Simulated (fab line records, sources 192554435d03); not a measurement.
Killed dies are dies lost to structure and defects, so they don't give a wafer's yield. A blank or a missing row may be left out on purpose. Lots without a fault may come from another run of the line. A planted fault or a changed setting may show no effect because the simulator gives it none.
fab line records | flow n5_finfet
record lots=7 wafers=19 last_day=17
route steps=1938 shown BEOL_M10@1516 PASSIVATION@1936
lots that met no fault: from a run of the same line without faults
start_h: hours from the record's first day to the start of the lot's first wafer shown | wait_h: hours since the lot's step before | " the same as in the row above | L1.1+2: a row that stands for several wafers | - no value, or no start given | * or withheld: withheld | < > ~ a bound
route shown NAME@n: a module of which the file shows steps, and the number in the route of the first | usual: mean/standard deviation of fault-free wafers | same: alike in all rows | chamber/n: place in a boat | sites: the reading at each site | _std_site: their standard deviation | _edge_site: outer sites' mean less inner sites' | radius_mm: how far each site lies from the wafer's centre | mask NAME#n: copy n | behind: the tool/chamber that last shaped the wafer | hold: why the lot was held/for how many hours/how that ended | device: the transistor (n, p or np) that didn't switch | end of line: the same wafers' tests at the end of the route | a step without rows: its recipe alone | killed: dies lost to structure and defects at the first sort, not the wafer's yield | map: a wafer's dies, x killed, . not, _ none there
set.NAME: the setting as run; set.NAME@STEP: as run at that earlier step | model.NAME: the simulator's own value behind a step, which no gauge read
lots at some steps of the route; a table a step, a row a wafer
services: from which hour (start_h, from the record's first day; less than 0 if before it) a tool's chamber was out of use, for how many hours, and why
## steps
# step N5_BEOL_M10_HM_STRIP_39
# recipe chemistry=peroxide_tin_strip material=TiN target_depth_a=250 temp_c=50 time_s=158
# step N5_BEOL_M10_SRD_40
# recipe time_s=30 temp_c=23 rinse_liquid=diw dry=ipa_marangoni
# step N5_BEOL_M10_PRECLEAN_42
# recipe chemistry=residue_remover time_s=60 temp_c=40
# step N5_BEOL_M10_SRD_43
# recipe time_s=30 temp_c=23 rinse_liquid=diw dry=ipa_marangoni
# step N5_BEOL_M10_CD_MEAS_35
# recipe target_cd_nm=70 polarity=opening
# usual cd_nm=69.9/0.94
# columns lot.wafer tool chamber start_h wait_h cd_nm
L720.1 cd_sem-02 - 213.92 0.0 69.1
L720.5 " - " " 69.8
L720.6 " - " " 68.4
L721.2 cd_sem-03 - 223.42 0.0 71.4
L721.3 " - " " 68.9
L721.6 " - " " 69.5
L726.1 cd_sem-03 - 265.99 0.0 69.2
L726.2 " - " " 70.2
L726.3 " - " " 69.5
L733.2 cd_sem-02 - 308.80 0.0 69.5
L733.3 " - " " 69.8
L733.6 " - " " 69.7
L735.3 cd_sem-03 - 319.06 0.0 70.0
L735.5 " - " " 69.0
L739.2 cd_sem-02 - 341.20 0.0 70.4
L739.3 " - " " 71.3
L742.4 cd_sem-01 - 357.46 0.0 71.5
L742.5 " - " " 69.7
L742.6 " - " " 70.2
# step N5_BEOL_M10_CURE_72
# recipe temp_c=370 time_s=120 ambient=DMADMS/He material=SiCOH_lowk
# step N5_BEOL_M10_DEGAS_44
# recipe ambient=vacuum temp_c=250 time_s=60
# usual heater_power_w=324/20 susceptor_temp_C=250.01/0.18
# columns lot.wafer tool chamber start_h wait_h heater_power_w susceptor_temp_C
L720.1 pvd_sputter-03 - 214.54 0.4 332 250.28
L720.5 " - " " 331 249.94
L720.6 " - " " 347 250.03
L721.2 pvd_sputter-02 - 224.18 0.4 351 249.84
L721.3 " - " " 325 249.97
L721.6 " - " " 319 249.89
L726.1 pvd_sputter-02 - 266.47 0.4 317 250.11
L726.2 " - " " 323 249.82
L726.3 " - " " 318 250.05
L733.2 pvd_sputter-01 - 309.21 0.3 332 249.98
L733.3 " - " " 319 249.85
L733.6 " - " " 271 250.11
L735.3 pvd_sputter-02 - 319.63 0.2 357 250.15
L735.5 " - " " 319 249.98
L739.2 pvd_sputter-03 - 341.95 0.6 337 249.96
L739.3 " - " " 326 249.74
L742.4 pvd_sputter-02 - 359.99 2.3 350 250.26
L742.5 " - " " 331 249.97
L742.6 " - " " 312 250.09
# step N5_BEOL_M10_PRE_CLEAN_45
# recipe gas=H2/He time_s=30 temp_c=250
# usual heater_power_w=324/20 susceptor_temp_C=249.99/0.18
# columns lot.wafer tool chamber start_h wait_h heater_power_w susceptor_temp_C
L720.1 pvd_sputter-03 - 214.58 0.0 327 249.93
L720.5 " - " " 336 250.35
L720.6 " - " " 361 250.04
L721.2 pvd_sputter-02 - 224.22 0.0 345 250.02
L721.3 " - " " 316 249.95
L721.6 " - " " 321 249.80
L726.1 pvd_sputter-02 - 266.51 0.0 324 250.16
L726.2 " - " " 312 249.98
L726.3 " - " " 322 249.81
L733.2 pvd_sputter-01 - 309.26 0.0 330 249.75
L733.3 " - " " 315 250.25
L733.6 " - " " 279 249.83
L735.3 pvd_sputter-02 - 319.67 0.0 343 250.29
L735.5 " - " " 326 249.89
L739.2 pvd_sputter-03 - 341.99 0.0 335 249.84
L739.3 " - " " 336 250.27
L742.4 pvd_sputter-02 - 360.03 0.0 350 250.59
L742.5 " - " " 314 250.17
L742.6 " - " " 305 249.89
# step N5_BEOL_M10_ALD_74
# recipe material=TaN target_thk_a=20 temp_c=275 ald_precursor_family=PDMAT ald_co_reactant=NH3 pressure_torr=3 carrier_flow_sccm=1500 pulse_time_s=2 purge_time_s=3 co_reactant_purge_time_s=2 co_reactant_pulse_time_s=3 ald_cycles=40 precursor_vessel_temp_c=75 precursor_vessel_pressure_torr=26.25 precursor_vessel_carrier_sccm=1000
# usual heater_power_w=418/41 precursor_vessel_temp_c=75.01/0.11 susceptor_temp_C=275.01/0.17
# same ald_cycles=40
# columns lot.wafer tool chamber start_h wait_h heater_power_w precursor_vessel_temp_c susceptor_temp_C
L720.1 ald_metal-03 3 214.66 0.1 472 75.20 274.76
L720.5 " 2 " " 425 75.00 275.23
L720.6 " 1 " " 442 75.03 274.78
L721.2 ald_metal-02 2 224.30 0.1 426 74.75 275.16
L721.3 " 1 " " 423 75.04 274.99
L721.6 " 0 " " 376 74.97 274.87
L726.1 ald_metal-02 2 266.57 0.0 429 74.94 275.22
L726.2 " 3 " " 318 75.03 274.86
L726.3 " 1 " " 423 75.06 274.81
L733.2 ald_metal-03 2 309.32 0.0 419 75.03 274.94
L733.3 " 3 " " 472 74.99 275.22
L733.6 " 2 " " 432 75.16 274.99
L735.3 ald_metal-04 3 319.73 0.0 390 75.12 274.84
L735.5 " 3 " " 395 75.18 274.90
L739.2 ald_metal-02 3 342.28 0.3 326 74.97 275.08
L739.3 " 0 " " 383 75.08 275.45
L742.4 ald_metal-04 2 360.11 0.1 444 74.97 274.89
L742.5 " 0 " " 416 74.97 274.89
L742.6 " 3 " " 338 74.87 274.79
# step N5_BEOL_M10_SURFACE_TREAT_76
# recipe gas=Ar time_s=* ion_energy_ev=* ion_current_ma_cm2=0.5 pressure_mtorr=* ar_flow_sccm=30
# usual throttle_valve_pct=*
# columns lot.wafer tool chamber start_h wait_h throttle_valve_pct
L720.1 pvd_sputter-03 - 214.96 0.2 *
L720.5 " - " " *
L720.6 " - " " *
L721.2 pvd_sputter-02 - 224.77 0.3 *
L721.3 " - " " *
L721.6 " - " " *
L726.1 pvd_sputter-02 - 266.93 0.2 *
L726.2 " - " " *
L726.3 " - " " *
L733.2 pvd_sputter-03 - 309.64 0.2 *
L733.3 " - " " *
L733.6 " - " " *
L735.3 pvd_sputter-02 - 320.17 0.3 *
L735.5 " - " " *
L739.2 pvd_sputter-01 - 343.39 1.0 *
L739.3 " - " " *
L742.4 pvd_sputter-01 - 360.42 0.2 *
L742.5 " - " " *
L742.6 " - " " *
# step N5_BEOL_M10_CVD_75
# recipe material=Co target_thk_a=20 temp_c=withheld precursor=CCTBA/H2 pressure_torr=30 time_s=138.9
# step N5_BEOL_M10_SPUTTER_48
# recipe material=Cu target_thk_a=120 temp_c=-20 bias_v=60 power_w=26000 chamber_pressure_pa=0.13 time_s=2
# usual bias_v=60.0/0.63 chamber_pressure_pa=0.13005/0.00026 chuck_gas_flow_sccm=1.26/0.054 susceptor_temp_C=-20.00/0.1 throttle_valve_pct=29.9/1.4
# columns lot.wafer tool chamber start_h wait_h bias_v chamber_pressure_pa chuck_gas_flow_sccm susceptor_temp_C throttle_valve_pct
L720.1 pvd_sputter-01 - 215.15 0.1 59.3 0.12994 1.26 -19.94 30.8
L720.5 " - " " 59.6 0.13015 1.23 -19.97 30.3
L720.6 " - " " 60.1 0.13041 1.28 -20.01 29.2
L721.2 pvd_sputter-02 - 225.49 0.4 59.8 0.13015 1.27 -20.05 29.3
L721.3 " - " " 60.7 0.13008 1.29 -20.08 32.3
L721.6 " - " " 59.3 0.13011 1.30 -20.12 27.6
L726.1 pvd_sputter-02 - 267.19 0.1 60.7 0.1303 1.24 -19.99 32.1
L726.2 " - " " 60.0 0.13007 1.32 -19.69 29.6
L726.3 " - " " 60.1 0.13031 1.34 -20.06 30.8
L733.2 pvd_sputter-01 - 309.95 0.2 60.6 0.13011 1.24 -20.20 30.7
L733.3 " - " " 60.8 0.12992 1.19 -19.99 29.5
L733.6 " - " " 60.3 0.1299 1.23 -20.10 30.8
L735.3 pvd_sputter-03 - 320.53 0.2 60.1 0.13003 1.31 -20.12 29.9
L735.5 " - " " 59.6 0.13015 1.26 -20.07 30.1
L739.2 pvd_sputter-02 - 343.70 0.1 59.8 0.13003 1.43 -20.07 29.1
L739.3 " - " " 59.8 0.12964 1.23 -20.00 30.8
L742.4 pvd_sputter-02 - 360.71 0.1 60.3 0.13028 1.32 -20.02 29.3
L742.5 " - " " 59.5 0.1302 1.35 -19.94 29.1
L742.6 " - " " 61.3 0.13013 1.13 -20.01 28.0
# step N5_BEOL_M10_ECD_50
# recipe material=Cu target_thk_a=3180
# columns lot.wafer tool chamber start_h wait_h model.Cu_of_BEOL_M10_ECD_50.thk_nm
L720.1 ecd_cu-01 0 215.27 0.1 315.2
L720.5 " 0 " " 321.4
L720.6 " 1 " " 318.6
L721.2 ecd_cu-01 1 225.60 0.1 316
L721.3 " 1 " " 314.6
L721.6 " 1 " " 317
L726.1 ecd_cu-02 1 267.31 0.1 314.2
L726.2 " 0 " " 316.8
L726.3 " 1 " " 317
L733.2 ecd_cu-02 1 310.07 0.1 541.8
L733.3 " 0 " " 320.2
L733.6 " 1 " " 318
L735.3 ecd_cu-02 1 320.82 0.2 318
L735.5 " 1 " " 536.2
L739.2 ecd_cu-02 0 343.82 0.1 545.6
L739.3 " 0 " " 319.2
L742.4 ecd_cu-01 0 360.85 0.1 316.4
L742.5 " 1 " " 320
L742.6 " 0 " " 320.8
# step N5_BEOL_M10_ANNEAL_51
# recipe temp_c=225 time_s=90 ambient=N2
# step N5_BEOL_M10_CMP_52
# recipe stop_on=SiCOH_lowk t_overpolish_s=7 down_force_psi=1 platen_rpm=50 clearing_platen_down_force_psi=1.5 clearing_platen_rpm=50 post_cmp_clean=cu_alkaline target_thk_nm=140 clearing_platen_pad_velocity_m_s=0.99484 pad_velocity_m_s=0.99484
# usual motor_current_A=6.2/0.46 time_to_endpoint_s=69/4.6
# columns lot.wafer tool chamber start_h wait_h motor_current_A time_to_endpoint_s
L720.1 cmp-02 0 216.01 0.3 6.7 64
L720.5 " 2 " " 6.6 72
L720.6 " 3 " " 6.2 73
L721.2 cmp-03 2 226.40 0.2 5.6 66
L721.3 " 1 " " 5.8 64
L721.6 " 2 " " 5.7 70
L726.3 cmp-01 3 267.72 0.2 5.9 63
L726.2 " 0 " " 5.6 61
L726.1 " 2 " " 6.7 63
L733.2 cmp-01 3 310.66 0.3 6.2 108
L733.3 " 0 " " 5.8 67
L733.6 " 1 " " 5.8 67
L735.3 cmp-02 3 321.67 0.3 6.3 71
L735.5 " 1 " " 5.8 124
L739.2 cmp-02 3 344.26 0.2 5.8 125
L739.3 " 0 " " 6.5 67
L742.4 cmp-01 2 361.23 0.1 6.7 63
L742.5 " 2 " " 6.5 65
L742.6 " 3 " " 5.8 63
# step N5_BEOL_M10_THK_MEAS_53
# recipe thk_meas_gauge=xrf reads=Cu_of_BEOL_M10_ECD_50
# usual M10_THK=143/4.2
# columns lot.wafer tool chamber start_h wait_h M10_THK[nm]
L720.1 film_metro-01 - 216.23 - 147
L720.5 " - " " 148
L720.6 " - " " 142
L721.2 film_metro-01 - 226.69 - 138
L721.3 " - " " 147
L721.6 " - " " 149
L726.1 film_metro-02 - 268.01 - 138
L726.2 " - " " 140
L726.3 " - " " 144
L733.2 film_metro-02 - 310.88 - 142
L733.3 " - " " 142
L733.6 " - " " 143
L735.3 film_metro-02 - 321.85 - 140
L735.5 " - " " 141
L739.2 film_metro-02 - 344.55 - 153
L739.3 " - " " 139
L742.4 film_metro-01 - 361.53 - 145
L742.5 " - " " 142
L742.6 " - " " 141
# step N5_PASSIVATION_PROBE_49
# usual defect_limited_yield=91.4/1.6 killed_at_M0_to_M3=35/10 killed_at_M4_up=12/4.7 killed_at_contacts=12/5.8 killed_at_front_end=38/12 killed_at_other=4/3.2 killed_dies=102/18 killed_open=68/14 killed_short=32/8 sort_bin_5_function=5.1/0.96 sort_bin_6_memory=3.2/0.77 sort_n_pass=1078/20 sort_yield_pct=91.3/1.7
# same gross_dies=1180 killed_at_back_side=0 sort_bin_4_leakage[%]=0 sort_bin_8_speed[%]=0
# columns lot.wafer tool chamber start_h wait_h defect_limited_yield[%] killed_at_M0_to_M3 killed_at_M4_up killed_at_contacts killed_at_front_end killed_at_other killed_dies killed_open killed_short sort_bin_5_function[%] sort_bin_6_memory[%] sort_n_pass sort_yield_pct[%]
L739.2 prober-02 - 391.10 0.7 90.7 36 16 9 44 5 110 67 42 5.9 3.2 1070 90.7
# killed by level:class
L739.2 STI_FIN_REVEAL:geometric_particle:open=13 BEOL_M0_SAQP:geometric_particle:short=11 MOL_CONTACT_COAG:geometric_particle:open=9 BEOL_M3:geometric_particle:open=9 BEOL_M0_SAQP:geometric_particle:open=7 STARTING-WAFER:geometric_particle:short=7 FIN_SAQP:geometric_particle:open=5 BEOL_M4:geometric_particle:open=5
## services
# columns tool chamber start_h hours kind
cmp-01 - 196.02 4.0 pm
cmp-01 - 200.02 - consumable_replace:conditioner
cmp-01 - 200.02 - consumable_replace:pad
ald_metal-02 - 230.37 2.8 pm
cmp-03 - 238.49 1.3 repair
cmp-02 - 239.66 0.5 repair
cmp-03 - 245.04 4.0 pm
ald_metal-04 - 249.82 6.0 pm
ald_metal-02 0 265.38 2.8 repair
cmp-02 - 267.38 1.9 repair
ald_metal-03 - 268.61 2.8 pm
cmp-02 - 287.51 1.1 repair
cmp-02 - 289.55 2.3 repair
ald_metal-04 2 305.68 30.8 repair
ald_metal-04 3 336.47 2.8 repair
ald_metal-04 - 337.25 14.0 pm
ald_metal-04 0 337.25 14.0 vent_cycle
ald_metal-04 1 337.25 14.0 vent_cycle
ald_metal-04 2 337.25 14.0 vent_cycle
pvd_sputter-01 - 346.24 2.4 repair
ald_metal-04 0 351.25 - clean
ald_metal-04 1 351.25 - clean
ald_metal-04 2 351.25 - clean
ecd_cu-02 - 360.88 3.3 pm
## key
first_sign step=N5_BEOL_M10_CMP_52 reading=time_to_endpoint_s direction=up sigmas=11 usual=* struck=*
effect none on later readings
model_effect step=N5_BEOL_M10_ECD_50 value=Cu_of_BEOL_M10_ECD_50.thk_nm without=316.8 struck=541.2
met_at N5_BEOL_M10_ECD_50
struck_wafers L733.2,L735.5,L739.2
onset_between 267.31 310.07
fault kind=process_parameter_drift tool=ecd_cu-02 chamber=- onset_h=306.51 steps=N5_BEOL_M10_ECD_50 channel=target_thk_a offset=* shape=step end_h=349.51 scope=struck_wafers_only acts_in=* stated=*
